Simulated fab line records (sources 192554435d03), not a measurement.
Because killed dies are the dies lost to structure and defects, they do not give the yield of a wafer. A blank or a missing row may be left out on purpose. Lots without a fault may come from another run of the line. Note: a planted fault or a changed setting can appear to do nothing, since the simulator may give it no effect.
fab line records	flow n5Finfet
[record] lots = 11	wafers = 33	lastDay = 18
route steps=1938 shown BEOL_M14@1727 PASSIVATION@1936
lots that met no fault: from a run of the same line without faults
startH: hours from the record's first day to the start of the lot's first wafer shown	waitH: hours elapsed since this lot's preceding step	" as in the row above	L1.1+2: a single row standing in for several wafers	- no value, or no start was given	* or withheld: withheld	< > ~ a bound
route shown NAME@n: names a module that has steps shown in the file, with the first one's number in the route	usual: the fault-free wafers' mean and standard deviation	same: alike in all rows	chamber/n: place in a boat	sites: the reading at each site	_std_site: standard deviation across them	_edge_site: the outer-site mean with the inner-site mean subtracted	radiusMm: for every site, how far away it sits from the centre of the wafer	mask NAME#n: copy n	behind: tool/chamber where the wafer was last shaped	hold: reason for holding the lot/hours on hold/outcome of the hold	device: the transistor (n, p or np) that didn't switch	end of line: the tests these same wafers got at the end of their route	for a step that has no rows: nothing shown but its recipe	killed: the dies lost at the first sort to structure and to defects; this is not the yield of the wafer	map: dies across one wafer; x = killed, . = not, _ = none there
set.NAME: the setting as run; set.NAME@STEP: as run at that earlier step	model.NAME: the simulator's own value behind a step, which no gauge read
the route's steps for a sample of lots (tables are steps, rows are wafers)
services: when a tool's chamber went out of use (startH, in hours from the record's first day, below 0 if earlier), for how many hours, and the reason
[[steps]]
[step N5_BEOL_M14_OVL_MEAS_11]
[recipe] pointsPerWafer = 44
[usual] V13_OVL = 1/7.8
lot.wafer	tool	chamber	startH	waitH	V13_OVL[nm]
L205.3	overlay-02	0	242.54	0.0	2
L205.4	"	0	"	"	11
L205.5	"	0	"	"	7
L206.2	overlay-02	0	250.82	0.0	5
L206.5	"	0	"	"	1
L206.6	"	0	"	"	6
L207.1	overlay-01	0	259.33	0.0	-1
L207.4	"	0	"	"	1
L207.6	"	0	"	"	9
L209.1	overlay-01	0	284.37	0.0	-10
L209.2	"	0	"	"	-6
L209.5	"	0	"	"	-5
L215.1	overlay-02	0	315.30	0.0	5
L215.3	"	0	"	"	15
L215.4	"	0	"	"	14
L216.1	overlay-02	0	321.90	0.0	2
L216.4	"	0	"	"	1
L216.6	"	0	"	"	0
L222.2	overlay-02	0	356.61	0.0	-1
L222.3	"	0	"	"	-4
L222.6	"	0	"	"	2
L226.1	overlay-01	0	381.50	0.0	22
L226.3	"	0	"	"	5
L226.4	"	0	"	"	8
L225.2	overlay-01	0	383.74	0.0	-6
L225.3	"	0	"	"	-7
L225.5	"	0	"	"	-8
L227.1	overlay-02	0	393.75	0.0	3
L227.3	"	0	"	"	7
L227.5	"	0	"	"	7
L228.1	overlay-01	0	396.55	0.0	6
L228.3	"	0	"	"	16
L228.5	"	0	"	"	10
[step N5_BEOL_M14_ETCH_67]
[recipe] chemistry = CF4	target = SiARC	targetDepthA = 1430	timeS = 238.3	ionEnergyEv = 80	pressureMtorr = 40	sourceW = 545	biasW = 36	Ar_flow_sccm = 100	cf4FlowSccm = 100	ends = cleared
[usual] drypumpMotorCurrentA = 5.7/0.47	etchRfOnTimeS = 238/5.6	oesProductAu = 0.70/0.078	rfVppV = 184.3/1.3	showerheadPlenumPTorr = 2.17/0.073	throttleValvePct = 15.50/0.16
lot.wafer	tool	chamber	startH	waitH	drypumpMotorCurrentA	etchRfOnTimeS	oesProductAu	rfHoursCounterH	rfVppV	showerheadPlenumPTorr	throttleValvePct
L205.3	rieDiel-03	3	244.07	0.0	5.7	237	0.79	19	186.3	2.27	15.44
L205.4	"	0	"	"	5.6	234	0.61	214	183.7	2.12	15.54
L205.5	"	3	"	"	5.7	236	0.79	-	186.1	2.27	15.44
L206.2	rieDiel-02	3	251.80	0.0	5.6	230	0.62	199	183.2	2.12	15.62
L206.5	"	1	"	"	6.3	245	0.59	-	183.4	2.20	15.66
L206.6	"	0	"	"	5.3	244	0.59	-	181.1	2.03	15.60
L207.1	rieDiel-02	0	260.52	0.0	5.3	240	0.59	233	182.6	2.03	15.59
L207.4	"	0	"	"	5.3	244	0.58	-	182.0	2.03	15.59
L207.6	"	3	"	"	5.6	230	0.61	-	184.3	2.12	15.63
L209.1	rieDiel-02	3	285.53	0.0	5.6	231	0.61	216	183.0	2.12	15.67
L209.2	"	0	"	"	5.3	243	0.58	244	183.3	2.03	15.61
L209.5	"	0	"	"	5.3	241	0.58	-	183.0	2.03	15.61
L215.1	rieDiel-04	1	316.37	0.0	6.3	230	0.77	42	183.6	2.09	15.25
L215.3	"	3	"	"	6.4	394	0.61	88	183.7	2.17	15.72
L215.4	"	0	"	"	6.7	391	0.63	49	185.7	2.26	15.58
L216.1	rieDiel-04	2	323.15	0.0	5.6	246	0.77	25	184.8	2.26	15.37
L216.4	"	1	"	"	6.3	371	0.67	44	183.4	2.09	15.26
L216.6	"	0	"	"	6.7	237	0.72	-	184.5	2.26	15.58
L222.2	rieDiel-02	3	357.91	0.0	5.6	231	0.58	246	183.8	2.11	15.70
L222.3	"	2	"	"	5.2	242	0.76	36	184.5	2.18	15.57
L222.6	"	0	"	"	5.3	246	0.77	-	186.4	2.27	15.15
L226.1	rieDiel-04	0	382.45	0.0	6.7	240	0.70	69	186.0	2.25	15.61
L226.3	"	2	"	"	5.6	246	0.74	41	186.2	2.26	15.42
L226.4	"	3	"	"	6.4	243	0.68	106	183.5	2.16	15.74
L225.2	rieDiel-02	1	385.02	0.0	6.2	247	0.74	38	183.8	2.18	15.24
L225.3	"	2	"	"	5.2	239	0.76	47	184.1	2.18	15.59
L225.5	"	1	"	"	6.2	245	0.75	-	184.9	2.18	15.25
L227.1	rieDiel-04	3	394.98	0.0	6.4	243	0.67	112	184.2	2.16	15.76
L227.3	"	0	"	"	6.7	239	0.68	76	186.2	2.25	15.65
L227.5	"	2	"	"	5.6	243	0.73	-	185.6	2.26	15.42
L228.1	rieDiel-02	1	397.71	0.0	6.2	244	0.73	43	183.7	2.18	15.28
L228.3	"	0	"	"	5.3	247	0.74	27	185.4	2.27	15.17
L228.5	"	1	"	"	6.2	246	0.73	-	185.0	2.18	15.27
[step N5_BEOL_M14_OCD_MEAS_35]
[usual] trenchDepthNm = 554/14
lot.wafer	tool	chamber	startH	waitH	trenchDepthNm
L205.3	ocd-01	-	244.65	0.0	564
L205.4	"	-	"	"	566
L205.5	"	-	"	"	570
L206.2	ocd-02	-	252.38	0.0	570
L206.5	"	-	"	"	540
L206.6	"	-	"	"	541
L207.1	ocd-02	-	261.10	0.0	536
L207.4	"	-	"	"	537
L207.6	"	-	"	"	567
L209.1	ocd-01	-	286.12	0.0	573
L209.2	"	-	"	"	539
L209.5	"	-	"	"	537
L215.1	ocd-01	-	316.94	0.0	582
L215.3	"	-	"	"	556
L215.4	"	-	"	"	557
L216.1	ocd-02	-	323.72	0.0	532
L216.4	"	-	"	"	581
L216.6	"	-	"	"	558
L222.2	ocd-01	-	358.48	0.0	561
L222.3	"	-	"	"	552
L222.6	"	-	"	"	537
L226.1	ocd-02	-	383.02	0.0	552
L226.3	"	-	"	"	542
L226.4	"	-	"	"	542
L225.2	ocd-01	-	385.60	0.0	536
L225.3	"	-	"	"	549
L225.5	"	-	"	"	533
L227.1	ocd-01	-	395.56	0.0	551
L227.3	"	-	"	"	558
L227.5	"	-	"	"	545
L228.1	ocd-01	-	398.29	0.0	536
L228.3	"	-	"	"	535
L228.5	"	-	"	"	538
[step N5_BEOL_M14_ETCH_38]
[recipe] chemistry = CF4/N2	target = SiCN	targetDepthA = 1065	taperDeg = 2	timeS = 120.6	ionEnergyEv = 150	maskMaterial = SiO2	pressureMtorr = 40	sourceW = 430	biasW = 70	Ar_flow_sccm = 100	cf4FlowSccm = 60	n2FlowSccm = 60
[usual] drypumpMotorCurrentA = 5.8/0.49	oesProductAu = 0.84/0.081	rfVppV = 383.2/1.9	showerheadPlenumPTorr = 2.25/0.069	throttleValvePct = 15.30/0.18
lot.wafer	tool	chamber	startH	waitH	drypumpMotorCurrentA	oesProductAu	rfHoursCounterH	rfVppV	showerheadPlenumPTorr	throttleValvePct
L205.3	rieDiel-04	0	-	-	6.7	0.88	26	384.7	2.34	15.38
L205.4	"	3	"	"	6.4	0.83	-	383.4	2.24	15.49
L205.5	"	1	"	"	6.3	0.95	-	381.6	2.16	15.04
L206.2	rieDiel-04	3	-	-	6.4	0.83	66	383.8	2.24	15.48
L206.5	"	3	"	"	6.4	0.85	-	382.0	2.24	15.50
L206.6	"	2	"	"	5.6	0.99	-	385.9	2.35	15.17
L207.1	rieDiel-03	3	-	-	5.7	0.90	27	385.1	2.33	15.28
L207.4	"	3	"	"	5.7	0.91	-	385.3	2.33	15.28
L207.6	"	2	"	"	5.4	0.77	-	381.8	2.20	15.27
L209.1	rieDiel-04	1	-	-	6.3	0.91	34	381.5	2.15	15.07
L209.2	"	0	"	"	6.7	0.85	41	386.4	2.34	15.40
L209.5	"	3	"	"	6.4	0.81	-	384.0	2.24	15.52
L215.1	rieDiel-04	1	-	-	6.3	0.90	42	381.6	2.15	15.09
L215.3	"	0	"	"	6.7	0.84	50	385.0	2.33	15.43
L215.4	"	3	"	"	6.4	0.81	89	383.8	2.23	15.54
L216.1	rieDiel-03	0	-	-	5.6	0.70	240	381.5	2.17	15.42
L216.4	"	2	"	"	5.4	0.75	150	382.3	2.20	15.32
L216.6	"	2	"	"	5.4	0.75	-	381.2	2.20	15.30
L222.2	rieDiel-03	2	-	-	5.5	0.73	165	381.5	2.19	15.34
L222.3	"	3	"	"	5.7	0.85	65	383.4	2.32	15.35
L222.6	"	2	"	"	5.4	0.74	-	381.5	2.19	15.35
L226.1	rieDiel-04	0	-	-	6.7	0.81	70	386.4	2.33	15.47
L226.3	"	3	"	"	6.4	0.78	107	382.5	2.23	15.59
L226.4	"	1	"	"	6.3	0.87	60	380.4	2.14	15.12
L225.2	rieDiel-03	3	-	-	5.7	0.83	75	384.7	2.32	15.36
L225.3	"	1	"	"	5.3	0.76	149	381.6	2.20	15.32
L225.5	"	1	"	"	5.3	0.76	-	381.5	2.20	15.31
L227.1	rieDiel-03	1	-	-	5.3	0.74	153	382.9	2.20	15.32
L227.3	"	2	"	"	5.5	0.72	180	382.9	2.19	15.36
L227.5	"	0	"	"	5.6	0.93	-	381.3	2.17	14.93
L228.1	rieDiel-02	3	-	-	5.6	0.99	4	380.8	2.17	15.11
L228.3	"	1	"	"	6.2	0.85	43	383.6	2.25	15.13
L228.5	"	1	"	"	6.2	0.85	-	384.0	2.25	15.13
[step N5_PASSIVATION_PROBE_49]
[usual] defectLimitedYield = 90.9/1.4	killed_at_M0_to_M3 = 37/12	killed_at_M4_up = 14/5.3	killedAtContacts = 12/6.2	killedAtFrontEnd = 41/11	killedAtOther = 3.7/2.9	killedDies = 107/17	killedOpen = 71/12	killedShort = 34/7.9	sort_bin_5_function = 5.3/0.95	sort_bin_6_memory = 3.4/0.7	sort_bin_8_speed = 0.00/0.0099	sortNPass = 1073/17	sortYieldPct = 90.9/1.5
[same] grossDies = 1180	killedAtBackSide = 0	sort_bin_4_leakage[%] = 0
lot.wafer	tool	chamber	startH	waitH	defectLimitedYield[%]	killed_at_M0_to_M3	killed_at_M4_up	killedAtContacts	killedAtFrontEnd	killedAtOther	killedDies	killedOpen	killedShort	sort_bin_5_function[%]	sort_bin_6_memory[%]	sort_bin_8_speed[%]	sortNPass	sortYieldPct[%]
L209.1	prober-01	-	316.90	0.0	92.7	25	19	7	34	1	86	56	29	4.2	2.8	0	1094	92.7
L209.2	prober-01	-	316.95	0.1	91.8	35	11	5	42	4	97	61	36	4.6	3.2	0	1083	91.8
L209.5	prober-01	-	317.10	0.2	94.9	25	11	2	21	1	60	40	19	3.4	1.6	0	1120	94.9
// killed by level:class
L209.1 FIN_SAQP:geometricParticle:short=7 BEOL_M1:geometricParticle:open=7 BEOL_M4:geometricParticle:open=7 STI_FIN_REVEAL:geometricParticle:open=6 BEOL_M3:geometricParticle:open=6 MOL_CONTACT_COAG:geometricParticle:short=5 GATE_CUT:geometricParticle:short=4 BEOL_M2:geometricParticle:open=4
L209.2 BEOL_M0_SAQP:geometricParticle:open=14 FIN_SAQP:geometricParticle:short=12 FIN_SAQP:geometricParticle:open=9 BEOL_M0_SAQP:geometricParticle:short=7 BEOL_M7:geometricParticle:open=6 DUMMY_GATE:geometricParticle:open=5 BEOL_M0:geometricParticle:open=4 FIN_CUT:geometricParticle:open=3
L209.5 BEOL_M2:geometricParticle:open=10 FIN_SAQP:geometricParticle:open=7 FIN_SAQP:geometricParticle:short=5 BEOL_M4:geometricParticle:open=5 BEOL_M3:geometricParticle:open=4 BEOL_M1:geometricParticle:open=4 BEOL_M0_SAQP:geometricParticle:short=3 BEOL_M1:geometricParticle:short=3
[[services]]
tool	chamber	startH	hours	kind
rieDiel-04	2	235.93	-	clean
rieDiel-04	2	235.93	-	consumableReplace:focusRing
rieDiel-04	2	235.93	-	consumableReplace:showerhead
rieDiel-04	2	235.93	16.8	scheduledDown
rieDiel-04	2	235.93	16.8	ventCycle
rieDiel-02	2	241.92	-	clean
rieDiel-02	2	241.92	-	consumableReplace:focusRing
rieDiel-02	2	241.92	31.1	scheduledDown
rieDiel-02	2	241.92	31.1	ventCycle
rieDiel-03	0	259.75	6.6	repair
rieDiel-02	0	261.10	2.4	repair
rieDiel-02	1	273.09	-	clean
rieDiel-02	1	273.09	-	consumableReplace:focusRing
rieDiel-02	1	273.09	16.4	scheduledDown
rieDiel-02	1	273.09	16.4	ventCycle
rieDiel-02	0	299.92	-	clean
rieDiel-02	0	299.92	-	consumableReplace:focusRing
rieDiel-03	0	310.73	1.4	repair
rieDiel-03	2	316.71	5.3	repair
rieDiel-04	3	341.69	14.3	repair
rieDiel-02	-	344.12	2.0	repair
rieDiel-04	1	345.68	5.8	repair
rieDiel-04	-	346.66	14.6	pm
rieDiel-02	0	362.01	4.7	repair
[[key]]
[firstSign] step = N5_BEOL_M14_ETCH_67	reading = etchRfOnTimeS	direction = up	sigmas = 26	usual = *	struck = *
effect none on later readings
metAt N5_BEOL_M14_ETCH_67
struckLots L215,L216
struckWafers L215.3,L215.4,L216.4
notActingAt N5_BEOL_M14_OVL_MEAS_11,N5_BEOL_M14_OCD_MEAS_35,N5_BEOL_M14_ETCH_38
[fault] kind = processParameterDrift	tool = rieDiel-04	chamber = -	onsetH = 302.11	steps = N5_BEOL_M14_ETCH_67	channel = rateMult	offset = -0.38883	shape = step	endH = 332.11	scope = struckWafersOnly
